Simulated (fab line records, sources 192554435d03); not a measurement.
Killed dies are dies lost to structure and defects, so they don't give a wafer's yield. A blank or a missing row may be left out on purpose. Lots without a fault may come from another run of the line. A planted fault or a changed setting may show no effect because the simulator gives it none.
fab line records | flow n5_finfet | part 1 of 2: steps 1 to 24 of 34
record lots=5 wafers=15 last_day=16
route steps=1938 shown TV_LITHO@1884 TV_OPEN@1887 PAD_METAL@1893 PASSIVATION@1897
lots that met no fault: from a run of the same line without faults
start_h: hours from the record's first day to the start of the lot's first wafer shown | wait_h: hours since the lot's step before | " the same as in the row above | L1.1+2: a row that stands for several wafers | - no value, or no start given | * or withheld: withheld | < > ~ a bound
route shown NAME@n: a module of which the file shows steps, and the number in the route of the first | usual: mean/standard deviation of fault-free wafers | same: alike in all rows | chamber/n: place in a boat | sites: the reading at each site | _std_site: their standard deviation | _edge_site: outer sites' mean less inner sites' | radius_mm: how far each site lies from the wafer's centre | mask NAME#n: copy n | behind: the tool/chamber that last shaped the wafer | hold: why the lot was held/for how many hours/how that ended | device: the transistor (n, p or np) that didn't switch | end of line: the same wafers' tests at the end of the route | a step without rows: its recipe alone | killed: dies lost to structure and defects at the first sort, not the wafer's yield | map: a wafer's dies, x killed, . not, _ none there
set.NAME: the setting as run; set.NAME@STEP: as run at that earlier step | model.NAME: the simulator's own value behind a step, which no gauge read
lots at some steps of the route; a table a step, a row a wafer
services: from which hour (start_h, from the record's first day; less than 0 if before it) a tool's chamber was out of use, for how many hours, and why
## steps
# step N5_PASSIVATION_OVL_MEAS_60
# recipe points_per_wafer=44
# usual TV_OVL=-2/5.3
# columns lot.wafer tool chamber start_h wait_h TV_OVL[nm]
L076.1 overlay-01 0 269.08 0.0 -2
L076.2 " 0 " " -7
L076.5 " 0 " " -3
L084.1 overlay-01 0 330.05 0.0 -2
L084.2 " 0 " " 1
L084.6 " 0 " " 4
L089.1 overlay-02 0 365.96 0.0 3
L089.3 " 0 " " 4
L089.5 " 0 " " -1
L091.3 overlay-02 0 366.12 0.0 3
L091.4 " 0 " " -1
L091.5 " 0 " " 0
L094.3 overlay-02 0 387.63 0.0 1
L094.5 " 0 " " -4
L094.6 " 0 " " -6
# step N5_PASSIVATION_INSPECT_61
# recipe mode=adi inspect_instrument=macro
# usual raw_defect_count=1.9/1.3
# columns lot.wafer tool chamber start_h wait_h raw_defect_count
L076.1 defect_inspect-01 - 269.10 0.0 2
L076.2 " - " " 2
L076.5 " - " " 0
L084.1 defect_inspect-01 - 330.08 0.0 1
L084.2 " - " " 0
L084.6 " - " " 1
L089.1 defect_inspect-01 - 365.98 0.0 2
L089.3 " - " " 0
L089.5 " - " " 3
L091.3 defect_inspect-02 - 366.14 0.0 2
L091.4 " - " " 3
L091.5 " - " " 2
L094.3 defect_inspect-01 - 387.66 0.0 2
L094.5 " - " " 2
L094.6 " - " " 0
# step N5_PASSIVATION_DESCUM_12
# recipe chemistry=O2 time_s=7.9 source_power_w=50 bias_power_w=20 pressure_mtorr=20 rf_frequency_hz=2.712e+07 temp_c=40 o2_flow_sccm=225
# usual drypump_motor_current_A=5.8/0.53 oes_product_au=0.78/0.071 rf_vpp_V=243.0/1.1 showerhead_plenum_p_Torr=2.08/0.048 throttle_valve_pct=20.41/0.25
# columns lot.wafer tool chamber start_h wait_h drypump_motor_current_A oes_product_au rf_hours_counter_h rf_vpp_V showerhead_plenum_p_Torr throttle_valve_pct
L076.1 rie_diel-05 2 269.17 0.1 5.9 0.77 128 243.0 2.11 20.29
L076.2 " 0 " " 5.9 0.70 250 242.6 2.03 20.32
L076.5 " 2 " " 5.9 0.78 - 243.7 2.11 20.29
L084.1 rie_diel-02 0 330.27 0.2 5.4 0.83 91 242.2 2.06 20.14
L084.2 " 1 " " 5.7 0.76 134 241.4 2.01 20.32
L084.6 " 2 " " 6.5 0.68 - 242.6 2.11 20.84
L089.1 rie_diel-03 1 366.01 0.0 4.8 0.82 74 244.0 2.12 20.29
L089.3 " 0 " " 5.3 0.77 139 242.1 2.02 20.59
L089.5 " 2 " " 5.7 0.88 - 242.0 2.15 20.23
L091.3 rie_diel-02 3 366.18 0.0 5.4 0.72 218 243.3 2.07 20.73
L091.4 " 2 " " 6.5 0.68 218 243.6 2.10 20.83
L091.5 " 3 " " 5.4 0.71 - 242.5 2.07 20.73
L094.3 rie_diel-03 0 388.03 0.4 5.3 0.76 146 242.3 2.02 20.58
L094.5 " 2 " " 5.7 0.88 - 244.3 2.15 20.23
L094.6 " 3 " " 6.7 0.76 - 243.2 2.10 20.36
# step N5_PASSIVATION_PASS_ETCH_74
# recipe chemistry=CF4/O2 target=SiNx target_depth_a=2200 time_s=110 ion_energy_ev=100 pressure_mtorr=40 source_w=535 bias_w=49 Ar_flow_sccm=100 cf4_flow_sccm=100 O2_flow_sccm=10
# usual drypump_motor_current_A=5.8/0.53 oes_product_au=0.78/0.073 rf_vpp_V=242/5.2 showerhead_plenum_p_Torr=2.19/0.049 throttle_valve_pct=15.93/0.21
# columns lot.wafer tool chamber start_h wait_h drypump_motor_current_A oes_product_au rf_hours_counter_h rf_vpp_V showerhead_plenum_p_Torr throttle_valve_pct
L076.1 rie_diel-05 2 269.24 0.0 5.9 0.80 128 232 2.22 15.86
L076.2 " 0 " " 5.8 0.69 250 246 2.17 16.11
L076.5 " 2 " " 5.9 0.79 - 233 2.22 15.86
L084.1 rie_diel-02 0 330.33 0.0 5.4 0.84 91 248 2.13 15.50
L084.2 " 1 " " 5.7 0.77 134 240 2.12 15.90
L084.6 " 2 " " 6.4 0.67 - 242 2.18 16.23
L089.1 rie_diel-03 1 366.08 0.0 4.8 0.83 74 249 2.23 15.91
L089.3 " 0 " " 5.3 0.79 139 246 2.12 15.96
L089.5 " 2 " " 5.7 0.88 - 239 2.25 15.71
L091.3 rie_diel-02 3 366.24 0.0 5.4 0.69 218 246 2.15 16.16
L091.4 " 2 " " 6.4 0.67 218 242 2.18 16.26
L091.5 " 3 " " 5.4 0.69 - 248 2.15 16.17
L094.3 rie_diel-03 0 388.09 0.0 5.3 0.78 146 248 2.12 15.99
L094.5 " 2 " " 5.7 0.87 - 238 2.25 15.72
L094.6 " 3 " " 6.6 0.75 - 237 2.21 15.92
# step N5_PASSIVATION_VIA_ETCH_13
# recipe chemistry=CHF3/O2 target=SiO2 target_depth_a=6600 CHF3_flow_sccm=50 O2_flow_sccm=5 Ar_flow_sccm=200 time_s=330 mask_material=PR pressure_mtorr=30 source_w=650 bias_w=170 ion_energy_ev=200 ends=cleared
# usual drypump_motor_current_A=5.8/0.53 etch_rf_on_time_s=236/5.5 oes_product_au=0.70/0.065 rf_vpp_V=527/11 showerhead_plenum_p_Torr=2.38/0.048 throttle_valve_pct=18.79/0.21
# columns lot.wafer tool chamber start_h wait_h drypump_motor_current_A etch_rf_on_time_s oes_product_au rf_hours_counter_h rf_vpp_V showerhead_plenum_p_Torr throttle_valve_pct
L076.1 rie_diel-05 2 269.33 0.0 5.9 230 0.71 129 507 2.41 18.65
L076.2 " 0 " " 5.8 240 0.62 250 535 2.37 18.93
L076.5 " 2 " " 5.9 237 0.71 - 507 2.41 18.64
L084.1 rie_diel-02 0 330.42 0.0 5.4 228 0.76 91 541 2.35 18.50
L084.2 " 1 " " 5.7 237 0.69 134 525 2.32 18.83
L084.6 " 2 " " 6.4 244 0.62 - 524 2.38 19.05
L089.1 rie_diel-03 1 366.17 0.0 4.8 233 0.73 74 538 2.43 18.70
L089.3 " 0 " " 5.3 238 0.70 139 540 2.33 18.92
L089.5 " 2 " " 5.7 249 0.78 - 521 2.46 18.61
L091.3 rie_diel-02 3 366.33 0.0 5.4 236 0.63 218 541 2.35 19.03
L091.4 " 2 " " 6.5 240 0.61 218 523 2.38 19.06
L091.5 " 3 " " 5.4 241 0.64 - 540 2.35 19.02
L094.3 rie_diel-03 0 388.18 0.0 5.3 235 0.69 146 539 2.32 18.93
L094.5 " 2 " " 5.7 244 0.78 - 521 2.46 18.62
L094.6 " 3 " " 6.6 237 0.68 - 516 2.38 18.61
# step N5_PASSIVATION_STRIP_14
# recipe chemistry=O2 power_w=600 temp_c=60 pressure_mtorr=30 rf_frequency_hz=6e+07 bias_power_w=0 overash_fraction=0.5 o2_flow_sccm=225
# usual drypump_motor_current_A=5.8/0.53 oes_product_au=0.78/0.071 rf_vpp_V=3.7/0.89 showerhead_plenum_p_Torr=2.09/0.048 throttle_valve_pct=16.66/0.24
# columns lot.wafer tool chamber start_h wait_h drypump_motor_current_A oes_product_au rf_hours_counter_h rf_vpp_V showerhead_plenum_p_Torr throttle_valve_pct
L076.1 rie_diel-05 2 269.53 0.1 5.9 0.78 129 4.2 2.12 16.55
L076.2 " 0 " " 5.8 0.70 250 4.1 2.04 16.66
L076.5 " 2 " " 5.9 0.78 - 4.2 2.12 16.54
L084.1 rie_diel-02 0 330.62 0.1 5.4 0.82 91 2.7 2.06 16.34
L084.2 " 1 " " 5.7 0.76 134 4.9 2.01 16.56
L084.6 " 2 " " 6.4 0.67 - 1.7 2.11 17.10
L089.1 rie_diel-03 1 366.37 0.1 4.8 0.82 74 3.0 2.13 16.57
L089.3 " 0 " " 5.3 0.77 139 2.9 2.03 16.73
L089.5 " 2 " " 5.8 0.88 - 4.8 2.16 16.43
L091.3 rie_diel-02 3 366.53 0.1 5.4 0.70 218 4.9 2.08 17.00
L091.4 " 2 " " 6.4 0.67 218 3.1 2.11 17.12
L091.5 " 3 " " 5.4 0.70 - 4.4 2.07 17.00
L094.3 rie_diel-03 0 388.38 0.1 5.3 0.76 146 3.1 2.03 16.76
L094.5 " 2 " " 5.7 0.86 - 2.3 2.15 16.44
L094.6 " 3 " " 6.6 0.75 - 3.6 2.11 16.60
# step N5_PASSIVATION_ETCH_15
# recipe chemistry=CF4/N2 target=SiCN target_depth_a=750 taper_deg=2 time_s=81.2 ion_energy_ev=150 mask_material=SiNx pressure_mtorr=40 source_w=430 bias_w=70 Ar_flow_sccm=100 cf4_flow_sccm=60 n2_flow_sccm=60
# usual drypump_motor_current_A=5.8/0.53 oes_product_au=0.78/0.074 rf_vpp_V=381.7/1.4 showerhead_plenum_p_Torr=2.19/0.046 throttle_valve_pct=15.37/0.21
# columns lot.wafer tool chamber start_h wait_h drypump_motor_current_A oes_product_au rf_hours_counter_h rf_vpp_V showerhead_plenum_p_Torr throttle_valve_pct
L076.1 rie_diel-05 2 - - 5.9 0.80 129 382.5 2.21 15.26
L076.2 " 0 " " 5.8 0.70 250 380.9 2.17 15.58
L076.5 " 2 " " 5.9 0.80 - 382.3 2.21 15.28
L084.1 rie_diel-02 0 - - 5.4 0.85 91 381.7 2.14 14.99
L084.2 " 1 " " 5.7 0.76 134 380.2 2.12 15.36
L084.6 " 2 " " 6.4 0.68 - 382.5 2.18 15.69
L089.1 rie_diel-03 1 - - 4.8 0.82 74 382.3 2.24 15.34
L089.3 " 0 " " 5.3 0.79 139 379.7 2.13 15.44
L089.5 " 2 " " 5.7 0.88 - 383.8 2.25 15.16
L091.3 rie_diel-02 3 - - 5.4 0.68 218 380.6 2.16 15.65
L091.4 " 2 " " 6.5 0.66 218 382.0 2.18 15.68
L091.5 " 3 " " 5.4 0.69 - 381.3 2.16 15.67
L094.3 rie_diel-03 0 - - 5.3 0.77 146 380.9 2.12 15.45
L094.5 " 2 " " 5.7 0.87 - 382.6 2.25 15.16
L094.6 " 3 " " 6.6 0.76 - 382.8 2.20 15.30
# step N5_PASSIVATION_STRIP_73
# recipe chemistry=post_etch_residue_remover time_s=60 temp_c=25 remover_ph=withheld remover_water_wt_pct=withheld remover_fluoride_wt_pct=withheld
# columns lot.wafer tool chamber start_h wait_h
L076.1+2+5 wet_bench-05 4,3,5 269.68 -
L084.1+2+6 wet_bench-05 1,2,5 330.78 -
L089.1+3+5 wet_bench-02 4,1,2 366.53 -
L091.3+4+5 wet_bench-05 1,6,2 366.69 -
L094.3+5+6 wet_bench-01 7,2,1 388.54 -
# step N5_PASSIVATION_SRD_17
# recipe time_s=30 temp_c=23 rinse_liquid=diw dry=n2_spin spin_rpm=1500 dry_time_s=30
# columns lot.wafer tool chamber start_h wait_h
L076.1+2+5 wet_bench-05 4,3,5 269.70 0.0
L084.1+2+6 wet_bench-05 1,2,5 330.80 0.0
L089.1+3+5 wet_bench-02 4,1,2 366.55 0.0
L091.3+4+5 wet_bench-05 1,6,2 366.71 0.0
L094.3+5+6 wet_bench-01 7,2,1 388.56 0.0
# step N5_PASSIVATION_DEGAS_18
# recipe ambient=vacuum temp_c=300 time_s=60
# usual heater_power_w=455/26
# columns lot.wafer tool chamber start_h wait_h heater_power_w
L076.1 pvd_sputter-01 - 270.29 0.6 464
L076.2 " - " " 455
L076.5 " - " " 446
L084.1 pvd_sputter-01 - 331.23 0.4 448
L084.2 " - " " 468
L084.6 " - " " 470
L089.1 pvd_sputter-01 - 367.40 0.8 383
L089.3 " - " " 467
L089.5 " - " " 433
L091.3 pvd_sputter-02 - 367.84 1.1 487
L091.4 " - " " 439
L091.5 " - " " 457
L094.3 pvd_sputter-01 - 388.62 0.0 457
L094.5 " - " " 447
L094.6 " - " " 457
# step N5_PASSIVATION_PRE_CLEAN_19
# recipe gas=H2/He time_s=* temp_c=*
# usual heater_power_w=454/26
# columns lot.wafer tool chamber start_h wait_h heater_power_w
L076.1 pvd_sputter-01 - 270.33 0.0 469
L076.2 " - " " 450
L076.5 " - " " 445
L084.1 pvd_sputter-01 - 331.27 0.0 458
L084.2 " - " " 457
L084.6 " - " " 479
L089.1 pvd_sputter-01 - 367.44 0.0 394
L089.3 " - " " 482
L089.5 " - " " 433
L091.3 pvd_sputter-02 - 367.88 0.0 492
L091.4 " - " " 434
L091.5 " - " " 446
L094.3 pvd_sputter-01 - 388.67 0.0 442
L094.5 " - " " 441
L094.6 " - " " 454
# step N5_PASSIVATION_SPUTTER_20
# recipe material=TaN target_thk_a=500 temp_c=25 chamber_pressure_pa=0.4
# usual throttle_valve_pct=29.9/1.3
# columns lot.wafer tool chamber start_h wait_h throttle_valve_pct
L076.1 pvd_sputter-01 - 270.37 0.0 29.0
L076.2 " - " " 31.1
L076.5 " - " " 30.6
L084.1 pvd_sputter-01 - 331.32 0.0 31.2
L084.2 " - " " 28.9
L084.6 " - " " 29.1
L089.1 pvd_sputter-01 - 367.49 0.0 29.4
L089.3 " - " " 28.9
L089.5 " - " " 30.4
L091.3 pvd_sputter-02 - 367.92 0.0 27.5
L091.4 " - " " 29.3
L091.5 " - " " 30.6
L094.3 pvd_sputter-01 - 388.71 0.0 31.0
L094.5 " - " " 30.4
L094.6 " - " " 30.7
# step N5_PASSIVATION_AL_DEP_21
# recipe material=Al target_thk_a=28000 temp_c=400 time_s=170 power_w=30000 chamber_pressure_pa=0.4 gas=Ar
# usual throttle_valve_pct=29.9/1.3
# columns lot.wafer tool chamber start_h wait_h throttle_valve_pct
L076.1 pvd_sputter-01 - 270.47 0.1 29.0
L076.2 " - " " 31.2
L076.5 " - " " 30.4
L084.1 pvd_sputter-01 - 331.42 0.1 31.2
L084.2 " - " " 28.9
L084.6 " - " " 29.1
L089.1 pvd_sputter-01 - 367.59 0.1 29.4
L089.3 " - " " 28.7
L089.5 " - " " 30.9
L091.3 pvd_sputter-02 - 368.02 0.1 27.5
L091.4 " - " " 29.3
L091.5 " - " " 30.4
L094.3 pvd_sputter-01 - 388.82 0.1 31.0
L094.5 " - " " 30.6
L094.6 " - " " 31.0
# step N5_PASSIVATION_HMDS_23
# recipe time_s=60 temp_c=120
# columns lot.wafer tool chamber start_h wait_h
L076.1+2+5 litho_track-04 0 270.66 0.1
L084.1+2+6 litho_track-01 0 331.62 0.1
L089.1+3+5 litho_track-03 0 367.79 0.1
L091.3+4+5 litho_track-03 0 368.21 0.1
L094.3+5+6 litho_track-03 0 389.02 0.1
# step N5_PASSIVATION_COAT_24
# recipe spin_rpm=3000 resist_thk_nm=withheld
# columns lot.wafer tool chamber start_h wait_h
L076.1+2+5 litho_track-04 0 - -
L084.1+2+6 litho_track-01 0 - -
L089.1+3+5 litho_track-03 0 - -
L091.3+4+5 litho_track-03 0 - -
L094.3+5+6 litho_track-03 0 - -
# step N5_PASSIVATION_EBR_26
# recipe solvent=PGMEA ebr_width_mm=1.5
# same ebr_width_mm=1.5
# columns lot.wafer tool chamber start_h wait_h
L076.1+2+5 litho_track-04 0 - -
L084.1+2+6 litho_track-01 0 - -
L089.1+3+5 litho_track-03 0 - -
L091.3+4+5 litho_track-03 0 - -
L094.3+5+6 litho_track-03 0 - -
# step N5_PASSIVATION_SOFTBAKE_25
# recipe temp_c=100 time_s=90
# columns lot.wafer tool chamber start_h wait_h
L076.1+2+5 litho_track-04 0 - -
L084.1+2+6 litho_track-01 0 - -
L089.1+3+5 litho_track-03 0 - -
L091.3+4+5 litho_track-03 0 - -
L094.3+5+6 litho_track-03 0 - -
# step N5_PASSIVATION_EXPOSE_27
# recipe mask_id=PAD na=0.55 source_shape=conventional sigma_outer=0.8 polarization=unpolarized defocus_nm=0 dose_mj=32.3
# columns lot.wafer tool chamber start_h wait_h mask
L076.1+2+5 krf_scanner-01 0 270.89 - PAD#0
L084.1+2+6 krf_scanner-01 0 331.86 - PAD#0
L089.1+3+5 krf_scanner-02 0 368.03 - PAD#0
L091.3+4+5 krf_scanner-01 0 368.45 - PAD#0
L094.3+5+6 krf_scanner-02 0 389.14 - PAD#0
# step N5_PASSIVATION_PEB_28
# recipe peb_temp_c=withheld peb_time_s=*
# columns lot.wafer tool chamber start_h wait_h
L076.1+2+5 litho_track-01 0 270.95 0.1
L084.1+2+6 litho_track-01 0 331.91 0.1
L089.1+3+5 litho_track-01 0 368.08 0.1
L091.3+4+5 litho_track-04 0 368.50 0.0
L094.3+5+6 litho_track-04 0 389.18 0.0
# step N5_PASSIVATION_DEVELOP_29
# recipe develop_time_s=60 rinse_liquid=diw dry=air_spin dev_temp_c=21
# same develop_time_s=60
# columns lot.wafer tool chamber start_h wait_h
L076.1+2+5 litho_track-01 0 - -
L084.1+2+6 litho_track-01 0 - -
L089.1+3+5 litho_track-01 0 - -
L091.3+4+5 litho_track-04 0 - -
L094.3+5+6 litho_track-04 0 - -
# step N5_PASSIVATION_HARDBAKE_31
# recipe temp_c=130 time_s=120
# columns lot.wafer tool chamber start_h wait_h
L076.1+2+5 litho_track-01 0 - -
L084.1+2+6 litho_track-01 0 - -
L089.1+3+5 litho_track-01 0 - -
L091.3+4+5 litho_track-04 0 - -
L094.3+5+6 litho_track-04 0 - -
# step N5_PASSIVATION_CD_MEAS_30
# recipe target_cd_nm=4000 landing_energy_ev=500 detector=se_inlens polarity=opening
# usual cd_nm=3999.7/3
# columns lot.wafer tool chamber start_h wait_h cd_nm
L076.1 cd_sem-01 0 271.07 - 4000.9
L076.2 " 0 " " 3997.4
L076.5 " 0 " " 3997.1
L084.1 cd_sem-03 0 332.03 - 3999.8
L084.2 " 0 " " 4003.1
L084.6 " 0 " " 3998.7
L089.1 cd_sem-01 0 368.20 - 3999.9
L089.3 " 0 " " 4000.4
L089.5 " 0 " " 4005.8
L091.3 cd_sem-02 0 368.62 - 3998.4
L091.4 " 0 " " 4000.6
L091.5 " 0 " " 4000.4
L094.3 cd_sem-02 0 389.31 - 4003.2
L094.5 " 0 " " 4001.6
L094.6 " 0 " " 4002.8
# step N5_PASSIVATION_OVL_MEAS_63
# recipe points_per_wafer=44
# usual PAD_OVL=-2/6.6
# columns lot.wafer tool chamber start_h wait_h PAD_OVL[nm]
L076.1 overlay-01 0 271.10 0.0 -8
L076.2 " 0 " " -12
L076.5 " 0 " " 1
L084.1 overlay-01 0 332.06 0.0 -8
L084.2 " 0 " " -4
L084.6 " 0 " " 0
L089.1 overlay-02 0 368.23 0.0 2
L089.3 " 0 " " 4
L089.5 " 0 " " -1
L091.3 overlay-02 0 368.65 0.0 2
L091.4 " 0 " " -1
L091.5 " 0 " " 1
L094.3 overlay-01 0 389.33 0.0 -5
L094.5 " 0 " " -4
L094.6 " 0 " " -4
# step N5_PASSIVATION_INSPECT_64
# recipe mode=adi inspect_instrument=macro
# usual raw_defect_count=2.1/1.5
# columns lot.wafer tool chamber start_h wait_h raw_defect_count
L076.1 defect_inspect-02 - 271.12 0.0 2
L076.2 " - " " 1
L076.5 " - " " 3
L084.1 defect_inspect-02 - 332.09 0.0 1
L084.2 " - " " 1
L084.6 " - " " 0
L089.1 defect_inspect-01 - 368.26 0.0 1
L089.3 " - " " 2
L089.5 " - " " 2
L091.3 defect_inspect-01 - 368.67 0.0 3
L091.4 " - " " 1
L091.5 " - " " 3
L094.3 defect_inspect-02 - 389.36 0.0 1
L094.5 " - " " 1
L094.6 " - " " 0
